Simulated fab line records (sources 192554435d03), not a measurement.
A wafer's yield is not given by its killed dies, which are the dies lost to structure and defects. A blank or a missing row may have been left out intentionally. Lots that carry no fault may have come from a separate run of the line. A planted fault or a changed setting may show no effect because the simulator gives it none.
fab line records ; flow n5Finfet ; part 1 of 2: steps 1 to 40 of 41
record: lots: 4; wafers: 11; lastDay: 19
route steps=1938 shown BEOL_M4@1099 BEOL_M5@1112 BEOL_M7@1308 BEOL_M15@1830 PASSIVATION@1936
lots untouched by any fault: they come from a run of this same line in which no faults occurred
startH: hours from the record's first day to the start of the lot's first wafer shown ; waitH: time in hours since the lot's previous step ; " unchanged from the row above ; L1.1+2: several wafers, shown together as one row ; - no value present, or no start provided ; * or withheld: withheld ; < > ~ a bound
route shown NAME@n: a module of which the file shows steps, and the number in the route of the first ; usual: mean/standard deviation taken from wafers without a fault ; same: alike in all rows ; chamber/n: place in a boat ; sites: readings site by site ; _std_site: how widely they spread, as a standard deviation ; _edge_site: inner sites' mean taken away from outer sites' mean ; radiusMm: how far each site lies from the wafer's centre ; mask NAME#n: copy n ; behind: tool/chamber where the wafer was last shaped ; hold: why the lot went on hold/how many hours it stayed there/how the hold came to an end ; device: transistor that didn't switch, given as n, p or np ; end of line: at the end of the route, the tests of the same wafers ; a step without rows: its recipe alone ; killed: count of dies lost to structure and defects at first sort (not the wafer's yield) ; map: dies across one wafer; x = killed, . = not, _ = none there
set.NAME: the setting that was run; set.NAME@STEP: the one run at that earlier step ; model.NAME: the simulator's own value behind a step, which no gauge read
lots at selected steps of the route; one table per step, one row per wafer
services: when a tool's chamber went out of use (startH, in hours from the record's first day, below 0 if earlier), for how many hours, and the reason
== steps ==
step: N5_BEOL_M4_ANNEAL_95
recipe: tempC: 400; timeS: 240; ambient: vacuum
step: N5_BEOL_M4_SPUTTER_96
recipe: material: Cu; targetThkA: 45; tempC: -20; chamberPressurePa: 0.07; powerW: withheld; timeS: 8.29
step: N5_BEOL_M4_ECD_50
recipe: material: Cu; targetThkA: 3000
step: N5_BEOL_M4_ANNEAL_51
recipe: tempC: 225; timeS: 90; ambient: N2
step: N5_BEOL_M4_CMP_52
recipe: stopOn: SiOC; tOverpolishS: 6.8; downForcePsi: 1; platenRpm: 50; clearingPlatenDownForcePsi: 1.5; clearingPlatenRpm: 50; postCmpClean: cuAlkaline; targetThkNm: 40; clearingPlatenPadVelocityMS: 0.99484; padVelocityMS: 0.99484
step: N5_BEOL_M4_PRE_CLEAN_60
recipe: gas: NH3/H2; timeS: 15; tempC: *; rfPowerW: 300
step: N5_BEOL_M4_CO_CAP_55
recipe: material: Co; targetThkA: 20; tempC: 200; precursor: CCTBA/H2; pressureTorr: 30; timeS: 102.1
step: N5_BEOL_M4_PRE_CLEAN_56
recipe: gas: NH3; timeS: 15; tempC: withheld; rfPowerW: 300
step: N5_BEOL_M4_DEP_57
recipe: material: SiCN; targetThkA: 80; tempC: withheld; precursor: 3MS/NH3; pressureTorr: 3; rfW: 202; timeS: 14
step: N5_BEOL_M4_RC_MEAS_101
usual: DIBL_N: 36.5/2.2; DIBL_P: 36.9/2.9; IOFF_N: 0.17/0.044; IOFF_P: 0.22/0.052; ION_N: 671/16; ION_P: 461/10; SS_N: 71.6/0.73; SS_P: 73.5/0.79; VT_N: 250/4.1; VT_P: -250/4.1
lot.wafer;tool;chamber;startH;waitH;DIBL_N[mV/V];DIBL_P[mV/V];IOFF_N[nA/um];IOFF_P[nA/um];ION_N[uA/um];ION_P[uA/um];SS_N[mV/dec];SS_P[mV/dec];VT_N[mV];VT_P[mV]
L259.1;prober-01;0;233.96;0.0;38.4;38.7;0.22;0.30;677;473;72.2;74.4;243;-245
L259.2;prober-01;0;233.96;0.0;39.4;39.3;0.21;0.30;680;469;72.2;74.0;245;-244
L259.6;prober-01;0;233.96;0.0;34.0;32.1;0.13;0.17;680;465;70.7;72.2;250;-254
L264.2;prober-02;0;268.72;0.2;38.8;40.6;0.19;0.26;666;463;71.6;74.2;248;-248
L264.4;prober-02;0;268.72;0.2;34.5;34.9;0.13;0.18;662;460;71.5;73.4;253;-252
L264.6;prober-02;0;268.72;0.2;34.7;35.1;0.12;0.18;662;455;71.3;73.3;254;-257
L267.1;prober-02;0;290.62;0.0;34.7;34.4;0.14;0.19;666;459;71.3;72.9;250;-249
L267.6;prober-02;0;290.62;0.0;34.5;36.3;0.13;0.22;645;454;70.6;73.6;253;-249
L273.1;prober-01;0;340.34;0.0;39.0;41.7;0.23;0.29;690;480;73.1;74.8;244;-245
L273.2;prober-01;0;340.34;0.0;36.1;36.9;0.15;0.20;665;458;72.1;73.8;252;-250
L273.6;prober-01;0;340.34;0.0;36.4;37.6;0.15;0.21;662;450;71.4;73.3;248;-250
step: N5_BEOL_M5_ILD_DEP_00
recipe: material: SiCOH_lowk; targetThkA: 1406.4; tempC: 300; precursor: DEMS/porogen; pressureTorr: 5; rfW: 500; timeS: 25.9
step: N5_BEOL_M5_CURE_79
recipe: tempC: 385; timeS: 240; ambient: He/Ar; material: SiCOH_lowk
step: N5_BEOL_M5_PECVD_70
recipe: material: SiO2; targetThkA: 160; tempC: 400; precursor: TEOS/O2; pressureTorr: 5.5; rfW: 450; teosFlowSccm: 53.8; gas: O2; flowSccm: 3000; timeS: 18
step: N5_BEOL_M5_HM_DEP_02
recipe: material: TiN; targetThkA: 200; tempC: 25; chamberPressurePa: 0.49996
step: N5_BEOL_M5_COAT_59
recipe: resist: SOC; tempC: 250; timeS: 60; spinRpm: 1500; resistThkNm: 60
step: N5_BEOL_M5_COAT_60
recipe: resist: SiARC; tempC: 220; timeS: 60; spinRpm: 1500; resistThkNm: 12
step: N5_BEOL_M5_COAT_71
recipe: resist: underlayer; tempC: 205; timeS: 60; spinRpm: 1500; resistThkNm: 5
step: N5_BEOL_M5_COAT_05
recipe: resist: CAR-EUV; spinRpm: 1500; resistThkNm: 30
step: N5_BEOL_M5_EBR_07
recipe: solvent: PGMEA; ebrWidthMm: 1.5
step: N5_BEOL_M5_SOFTBAKE_06
recipe: tempC: 110; timeS: 60; resist: CAR-EUV
step: N5_BEOL_M5_EXPOSE_08
recipe: maskId: M5; na: 0.33; sourceShape: annular; sigmaInner: 0.4; sigmaOuter: 0.8; polarization: unpolarized; targetCdNm: 28; doseMj: 35.75
step: N5_BEOL_M5_PEB_09
recipe: pebTempC: 100; pebTimeS: 60; resist: CAR-EUV
step: N5_BEOL_M5_DEVELOP_10
recipe: developTimeS: 30; developer: TMAH; resist: CAR-EUV; rinseLiquid: surfactantRinse; dry: airSpin; devTempC: 23
step: N5_BEOL_M5_DESCUM_16
recipe: chemistry: O2; timeS: 7; sourcePowerW: 50; biasPowerW: 20; pressureMtorr: 20; rfFrequencyHz: 2.712e+07; tempC: 40; resist: CAR-EUV; o2FlowSccm: 225
step: N5_BEOL_M5_ETCH_72
recipe: chemistry: N2/H2; target: underlayer; targetDepthA: 65; maskMaterial: CAR-EUV; timeS: 5.2; ionEnergyEv: 200; pressureMtorr: 30; sourceW: 840; biasW: 150; n2FlowSccm: 200; h2FlowSccm: 200; ends: cleared
step: N5_BEOL_M5_ETCH_61
recipe: chemistry: CF4; target: SiARC; targetDepthA: 156; maskMaterial: CAR-EUV; timeS: 26; ionEnergyEv: 80; pressureMtorr: 40; sourceW: 545; biasW: 36; Ar_flow_sccm: 100; cf4FlowSccm: 100; ends: cleared
step: N5_BEOL_M5_ETCH_62
recipe: chemistry: N2/H2; target: SOC; targetDepthA: 750; overetchA: 150; maskMaterial: SiARC; tempC: 40; timeS: 112.5; ionEnergyEv: 200; pressureMtorr: 30; sourceW: 840; biasW: 150; n2FlowSccm: 200; h2FlowSccm: 200
step: N5_BEOL_M5_STRIP_63
recipe: chemistry: N2/H2; tempC: 40; n2FlowSccm: 200; h2FlowSccm: 200; rfFrequencyHz: 6e+07
step: N5_BEOL_M5_STRIP_73
recipe: chemistry: N2/H2; tempC: 40; n2FlowSccm: 200; h2FlowSccm: 200; rfFrequencyHz: 6e+07
step: N5_BEOL_M5_STRIP_64
recipe: chemistry: CF4; resist: SiARC; powerW: 300; biasPowerW: 75; pressureMtorr: 50; cf4FlowSccm: 150; rfFrequencyHz: 6e+07
step: N5_BEOL_M5_HM_OPEN_17
recipe: chemistry: Cl2/BCl3; targetDepthA: 200; overetchA: 60; target: TiN; maskMaterial: SOC; ionEnergyEv: 150; pressureMtorr: 10; icpW: 1000; biasW: 126; Cl2_flow_sccm: 53.25; bcl3FlowSccm: 21.75; Ar_flow_sccm: 25
step: N5_BEOL_M5_STRIP_19
recipe: chemistry: O2; powerW: 400; tempC: 40; pressureMtorr: 30; rfFrequencyHz: 6e+07; biasPowerW: 0; overashFraction: 0.2; o2FlowSccm: 225
step: N5_BEOL_M5_COAT_65
recipe: resist: SOC; tempC: 250; timeS: 60; spinRpm: 1500; resistThkNm: 60
step: N5_BEOL_M5_COAT_66
recipe: resist: SiARC; tempC: 220; timeS: 60; spinRpm: 1500; resistThkNm: 12
step: N5_BEOL_M7_TRENCH_ETCH_37
recipe: chemistry: C4F6/O2; targetDepthA: 934.78; target: SiCOH_lowk; timeS: 31.2; ionEnergyEv: 250; pressureMtorr: 30; sourceW: 345; biasW: 185; Ar_flow_sccm: 300; C4F6_flow_sccm: 10; O2_flow_sccm: 10
usual: drypumpMotorCurrentA: 5.4/0.46; mfcArSccm: 300.1/0.89; oesProductAu: 0.81/0.081; rfVppV: 669/17; showerheadPlenumPTorr: 2.84/0.093; throttleValvePct: 20.94/0.29
same: timeS: 31.2
lot.wafer;tool;chamber;startH;waitH;drypumpMotorCurrentA;mfcArSccm;oesProductAu;rfHoursCounterH;rfVppV;showerheadPlenumPTorr;throttleValvePct;model.BEOL_M7.featureDepthNm;model.etch.depthNm;model.TiN_of_BEOL_M7_HM_DEP_02.thkNm
L259.1;rieDiel-01;1;264.39;-;5.1;299.2;0.71;193;673;2.75;21.50;91;90.99;17.2
L259.2;rieDiel-01;0;264.39;-;5.3;300.6;0.92;25;692;2.97;20.71;97.6;97.59;17.4
L259.6;rieDiel-01;0;264.39;-;5.3;300.9;0.91;-;693;2.97;20.68;95.8;95.77;17
L264.2;rieDiel-01;0;292.30;-;5.3;301.0;0.89;36;692;2.97;20.72;96.2;96.12;17.2
L264.4;rieDiel-01;2;292.30;-;5.5;298.2;0.87;68;701;2.74;20.65;93.6;93.68;17.6
L264.6;rieDiel-01;3;292.30;-;5.6;301.1;1.23;-;651;2.92;20.78;156.4;156.4;15.4
L267.1;rieDiel-01;2;317.77;-;5.5;300.3;1.15;76;701;2.74;20.76;145.6;145.5;15.6
L267.6;rieDiel-01;2;317.77;-;5.4;299.8;1.15;-;701;2.74;20.76;145.4;145.5;15.8
L273.1;rieDiel-04;2;369.10;-;4.8;299.7;0.95;15;654;2.98;20.31;94.2;94.1;17.6
L273.2;rieDiel-04;1;369.10;-;5.6;299.5;0.75;198;678;2.81;20.99;94;93.96;17.2
L273.6;rieDiel-04;1;369.10;-;5.6;299.6;0.74;-;677;2.81;20.99;93.6;93.69;17.4
step: N5_BEOL_M7_OCD_MEAS_38
usual: trenchDepthNm: 93.6/2.1
lot.wafer;tool;chamber;startH;waitH;trenchDepthNm
L259.1;ocd-02;-;264.55;-;91.0
L259.2;ocd-02;-;264.55;-;97.8
L259.6;ocd-02;-;264.55;-;95.9
L264.2;ocd-02;-;292.46;-;96.2
L264.4;ocd-02;-;292.46;-;94.1
L264.6;ocd-02;-;292.46;-;156.4
L267.1;ocd-02;-;317.93;-;146.1
L267.6;ocd-02;-;317.93;-;145.2
L273.1;ocd-01;-;369.26;-;94.2
L273.2;ocd-01;-;369.26;-;94.4
L273.6;ocd-01;-;369.26;-;93.0
step: N5_BEOL_M7_CMP_52
recipe: stopOn: SiCOH_lowk; tOverpolishS: 6.9; downForcePsi: 1; platenRpm: 50; clearingPlatenDownForcePsi: 1.5; clearingPlatenRpm: 50; postCmpClean: cuAlkaline; targetThkNm: 80; clearingPlatenPadVelocityMS: 0.99484; padVelocityMS: 0.99484
usual: motorCurrentA: 6.1/0.47
lot.wafer;tool;chamber;startH;waitH;motorCurrentA;model.Cu_of_BEOL_M7_ECD_50.thkNm
L259.1;cmp-04;2;266.57;0.3;5.4;77.2
L259.2;cmp-04;3;266.57;0.3;6.0;82.6
L259.6;cmp-04;3;266.57;0.3;5.6;80.4
L264.2;cmp-04;1;294.75;0.2;6.8;85.4
L264.4;cmp-04;0;294.75;0.2;6.2;81.8
L264.6;cmp-04;1;294.75;0.2;6.8;145
L267.1;cmp-03;3;320.88;0.4;5.7;133.8
L267.6;cmp-03;0;320.88;0.4;5.7;130.6
L273.2;cmp-01;1;371.45;0.2;5.4;80
L273.1;cmp-01;2;371.45;0.2;6.3;80.4
L273.6;cmp-01;1;371.45;0.2;5.2;80.8
step: N5_BEOL_M7_THK_MEAS_53
recipe: thkMeasGauge: xrf; reads: Cu_of_BEOL_M7_ECD_50
usual: M7_THK: 80.5/2.4
lot.wafer;tool;chamber;startH;waitH;M7_THK[nm]
L259.1;filmMetro-01;-;266.87;-;77.6
L259.2;filmMetro-01;-;266.87;-;83.5
L259.6;filmMetro-01;-;266.87;-;81.0
L264.2;filmMetro-01;-;295.04;-;86.5
L264.4;filmMetro-01;-;295.04;-;82.8
L264.6;filmMetro-01;-;295.04;-;146.8
L267.1;filmMetro-02;-;321.06;-;136.0
L267.6;filmMetro-02;-;321.06;-;132.2
L273.1;filmMetro-01;-;371.70;-;81.0
L273.2;filmMetro-01;-;371.70;-;80.5
L273.6;filmMetro-01;-;371.70;-;81.6
step: N5_BEOL_M7_RS_MEAS_57
recipe: thkMeasGauge: four-point-probe; reads: Cu_of_BEOL_M7_ECD_50+Co_of_BEOL_M7_CVD_78+TaN_of_BEOL_M7_ALD_77
usual: M7_RS: 0.287/0.0096
lot.wafer;tool;chamber;startH;waitH;M7_RS[ohm/sq]
L259.1;filmMetro-02;-;267.00;0.1;0.298
L259.2;filmMetro-02;-;267.00;0.1;0.275
L259.6;filmMetro-02;-;267.00;0.1;0.284
L264.2;filmMetro-01;-;295.18;0.1;0.265
L264.4;filmMetro-01;-;295.18;0.1;0.279
L264.6;filmMetro-01;-;295.18;0.1;0.146
L267.1;filmMetro-02;-;321.19;0.1;0.159
L267.6;filmMetro-02;-;321.19;0.1;0.163
L273.1;filmMetro-01;-;371.83;0.1;0.284
L273.2;filmMetro-01;-;371.83;0.1;0.285
L273.6;filmMetro-01;-;371.83;0.1;0.283
step: N5_BEOL_M15_RC_MEAS_101
usual: COMB_M10: 1.5e-11/3.1e-12; COMB_M11: 1.5e-11/3.1e-12; COMB_M12: 6.1e-12/1.4e-12; COMB_M13: 4.5e-12/9.9e-13; COMB_M14: 3.5e-12/8.8e-13; COMB_M15: 2.1e-12/7.1e-13; COMB_M15_max_site: 3.2e-12/9.1e-13; COMB_M5: 3.6e-11/7.6e-12; COMB_M6: 2.4e-11/5.1e-12; COMB_M8: 2.5e-11/5e-12; COMB_M9: 1.42e-11/2.7e-12; COMB_M9_max_site: 2e-11/4.3e-12; SERP_M10: 3.10/0.1; SERP_M11: 3.07/0.1; SERP_M12: 0.639/0.017; SERP_M13: 0.305/0.0052; SERP_M14: 0.162/0.0062; SERP_M5: 37.5/2.1; SERP_M6: 14.4/0.77; SERP_M7: 13.7/0.64; SERP_M7_max_site: 14.4/0.73; SERP_M8: 14.2/0.66; SERP_M8_max_site: 14.8/0.71; SERP_M9: 3.08/0.11
lot.wafer;tool;chamber;startH;waitH;COMB_M10[S/m];COMB_M11[S/m];COMB_M12[S/m];COMB_M13[S/m];COMB_M14[S/m];COMB_M15[S/m];COMB_M15_max_site[S/m];COMB_M5[S/m];COMB_M6[S/m];COMB_M8[S/m];COMB_M9[S/m];COMB_M9_max_site[S/m];SERP_M10[ohm/um];SERP_M11[ohm/um];SERP_M12[ohm/um];SERP_M13[ohm/um];SERP_M14[ohm/um];SERP_M5[ohm/um];SERP_M6[ohm/um];SERP_M7[ohm/um];SERP_M7_max_site[ohm/um];SERP_M8[ohm/um];SERP_M8_max_site[ohm/um];SERP_M9[ohm/um]
L259.1;prober-02;0;330.86;0.0;1.2e-11;1.1e-11;4.2e-12;4.3e-12;3.3e-12;1.1e-12;2.6e-12;3.6e-11;2.4e-11;3.2e-11;1.43e-11;2.4e-11;2.97;2.83;0.648;0.296;0.163;38.8;14.8;14.8;15.2;13.3;13.7;3.09
L259.2;prober-02;0;330.86;0.0;1.4e-11;1.4e-11;6e-12;3.8e-12;2.5e-12;1e-12;1.8e-12;4.7e-11;3.2e-11;3e-11;1.25e-11;1.7e-11;3.17;3.15;0.654;0.299;0.150;38.1;13.7;12.9;13.4;14.4;14.8;3.22
L259.6;prober-02;0;330.86;0.0;1.3e-11;1.3e-11;5e-12;6.3e-12;2.9e-12;1e-12;1.7e-12;3.3e-11;1.8e-11;2.9e-11;1.38e-11;1.9e-11;3.18;3.16;0.654;0.301;0.152;37.7;14.1;13.4;14.1;13.3;13.5;3.11
L264.2;prober-01;0;362.11;0.2;1.1e-11;1.3e-11;5.9e-12;4.6e-12;3.7e-12;3.3e-12;4.8e-12;3e-11;2.6e-11;2.5e-11;1.53e-11;2.3e-11;3.03;2.93;0.629;0.304;0.166;35.5;14.6;12.0;12.7;14.0;14.5;2.97
L264.4;prober-01;0;362.11;0.2;2e-11;1.4e-11;5.2e-12;3.8e-12;5.3e-12;3.2e-12;4.7e-12;4e-11;2e-11;3.4e-11;1.78e-11;2.2e-11;3.00;3.15;0.655;0.300;0.168;36.5;14.5;11.8;12.8;13.6;13.9;3.07
L267.1;prober-02;0;384.93;0.0;1.2e-11;9e-12;8.8e-12;4.3e-12;3.8e-12;1.5e-12;3.2e-12;2.9e-11;4e-11;2.2e-11;1.01e-11;1.7e-11;3.20;3.16;0.623;0.309;0.164;35.4;13.4;7.6;8.0;14.0;14.7;2.95
L267.6;prober-02;0;384.93;0.0;1.1e-11;1.5e-11;5.3e-12;3e-12;4.8e-12;1.9e-12;3.7e-12;2.8e-11;2.9e-11;2.2e-11;1.24e-11;1.9e-11;3.14;3.05;0.616;0.305;0.153;37.3;13.7;7.3;7.9;13.6;13.8;2.89
L273.1;prober-02;0;431.99;0.0;1.3e-11;2e-11;5.3e-12;5e-12;3.4e-12;1.6e-12;1.9e-12;3.2e-11;2.4e-11;3.1e-11;1.42e-11;2.2e-11;3.02;2.95;0.641;0.307;0.160;36.0;15.1;14.2;14.9;15.6;16.2;2.88
L273.2;prober-02;0;431.99;0.0;1.5e-11;1.6e-11;6.7e-12;4.7e-12;2.7e-12;1.3e-12;2e-12;3.1e-11;2e-11;3.6e-11;1.6e-11;2.3e-11;2.96;2.97;0.599;0.297;0.157;35.8;14.6;14.6;16.2;13.8;14.3;3.16
L273.6;prober-02;0;431.99;0.0;1.4e-11;1.8e-11;4.5e-12;6.2e-12;3.5e-12;1.9e-12;2.3e-12;2.4e-11;2.7e-11;3.4e-11;1.06e-11;2.1e-11;3.06;3.00;0.642;0.297;0.157;37.0;15.1;13.7;15.0;15.1;15.7;3.21
sites SERP_M7 radiusMm=0,75,75,75,75,140,140,140,140
L259.1 14.2 14.2 14.9 14.5 14.5 15.0 14.8 15.2 14.8
L264.2 11.5 11.8 11.8 12.0 11.9 12.0 12.6 12.7 12.4
L267.1 7.2 7.4 7.2 7.5 7.6 7.7 8.0 7.6 7.8
L273.1 13.7 13.9 13.9 13.7 14.4 14.5 14.2 14.5 14.9
== key ==
firstSign: step: N5_BEOL_M7_TRENCH_ETCH_37; reading: oesProductAu; direction: up; sigmas: 4.6; usual: 0.81; struck: 1.18
effect: step: N5_BEOL_M7_OCD_MEAS_38; reading: trenchDepthNm; direction: up; sigmas: 27; usual: 93.6; struck: 149.2
effect: step: N5_BEOL_M7_THK_MEAS_53; reading: M7_THK; direction: up; sigmas: 24; usual: 80.5; struck: 138.3
effect: step: N5_BEOL_M7_RS_MEAS_57; reading: M7_RS; direction: down; sigmas: 14; usual: 0.287; struck: 0.156
effect: step: N5_BEOL_M15_RC_MEAS_101; reading: SERP_M7; direction: down; sigmas: 9.8; usual: 13.7; struck: 7.5
effect: step: N5_PASSIVATION_PROBE_49; reading: killed_at_M4_up; direction: up; sigmas: 93; usual: 13; struck: 514
modelEffect: step: N5_BEOL_M7_TRENCH_ETCH_37; value: BEOL_M7.featureDepthNm; without: 93.67; struck: 149.1
modelEffect: step: N5_BEOL_M7_CMP_52; value: Cu_of_BEOL_M7_ECD_50.thkNm; without: 81.07; struck: 136.5
moreKillsBornAt: N5_BEOL_M7_TRENCH_ETCH_37@rieDiel-01: 1510
metAt N5_BEOL_M7_TRENCH_ETCH_37
struckWafers L264.6,L267.1,L267.6
laterRowsLeftOut L264.6
onsetBetween 264.39 292.30
fault: kind: processParameterDrift; tool: rieDiel-01; chamber: -; onsetH: 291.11; steps: N5_BEOL_M7_TRENCH_ETCH_37; channel: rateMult; offset: 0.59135; shape: step; endH: 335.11; scope: struckWafersOnly
laterRowsLeftOut: the simulator's readings of these wafers behind a module that went badly wrong aren't trusted and aren't shown, but for the sort
